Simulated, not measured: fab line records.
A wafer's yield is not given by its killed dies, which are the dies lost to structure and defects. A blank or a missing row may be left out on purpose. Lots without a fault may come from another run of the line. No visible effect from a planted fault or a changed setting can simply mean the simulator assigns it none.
8D (eight disciplines) problem report, filled in by code    flow n5Finfet    the parts of the form that need people (team, actions taken, sign-off) are left out

1. THE PROBLEM
Mean of rfFwdPowerW at N5_BEOL_M8_VIA_ETCH_34: 424.0 W across 9 wafers in 3 lots; on wafers with no fault it is 341.7 W (standard deviation 1.2). Measured from the usual mean, that is +69 standard deviations.
The step: etches SiCOH lowk in C4F6/O2, target depth 125.5 nm, time 50.5 s.
Seen first at day 10 18:52 on rieDiel-06, wafer L746.1. The record has a number at this step for 30 wafers belonging to 10 lots. By rule, "out" or "out of limits" means more than 4 standard deviations away from the usual mean. Any other wafer with a number is counted as sound.

2. WHAT IT IS AND WHAT IT IS NOT
question                     is                      is not
which readings at this step  rfFwdPowerW, rfVppV     drypumpMotorCurrentA, oesProductAu, throttleValvePct
which lots                   L746, L748, L753        L745, L747, L749, L755, L758, L760, L762
which wafers of those lots   all that have a number  -
read on which tools          rieDiel-06              rieDiel-03, rieDiel-05
when                         from day 10 18:52       up to then (9 sound wafers); but 12 sound wafers of L755, L758, L760, L762 came after

3. THE SUSPECTS, EACH WITH WHAT RULES IT OUT
Counting: a tool at a process step up to the reading stays a suspect if it ran every lot that is out and no sound lot after the first of them.
- rieDiel-06 at N5_BEOL_M8_VIA_ETCH_34 (etches SiCOH lowk in C4F6/O2, target depth 125.5 nm, time 50.5 s): kept. Every lot that is out went through it, starting with L746 (day 10 18:52), and after that it ran no sound lot; the last sound lot it ran before then is L747 (day 10 13:13). Out on those wafers are its own readings of rfFwdPowerW, rfVppV.
Remaining after the count: rieDiel-06 at N5_BEOL_M8_VIA_ETCH_34.

4. THE CAUSE (what the simulator had put in)
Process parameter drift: rieDiel-06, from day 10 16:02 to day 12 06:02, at N5_BEOL_M8_VIA_ETCH_34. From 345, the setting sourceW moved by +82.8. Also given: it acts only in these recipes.
This tool alone remained once counting was done.

5. THE CHAIN OF EFFECTS, in route order
One row per reading whose mean, taken over the struck wafers that have a number, lies over 3 standard deviations from the usual. Scope: only readings with a usual standard deviation given in the record; hours: median across lots of the time from each lot's start at the first step in this table that gives one to its start at this step; sigmas: change in usual standard deviations.
hours  step                    reading       usual      on struck wafers  change  sigmas
0      N5_BEOL_M8_VIA_ETCH_34  oes_f_703_au  0.79 a.u.  1.07              +0.28   +3.9
0      N5_BEOL_M8_VIA_ETCH_34  oes_o_777_au  0.79 a.u.  1.04              +0.25   +3.2
0      N5_BEOL_M8_VIA_ETCH_34  rfFwdPowerW   341.7 W    424.0             +82.3   +69
0      N5_BEOL_M8_VIA_ETCH_34  rfVppV        667 V      591               -76     -6.3
The process steps in it:
- N5_BEOL_M8_VIA_ETCH_34: etches SiCOH lowk in C4F6/O2, target depth 125.5 nm, time 50.5 s.

6. WHAT WOULD HAVE CAUGHT IT SOONER
3 hours passed between the start of the fault at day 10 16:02 and the first reading out of limits in this record, taken at day 10 18:52.
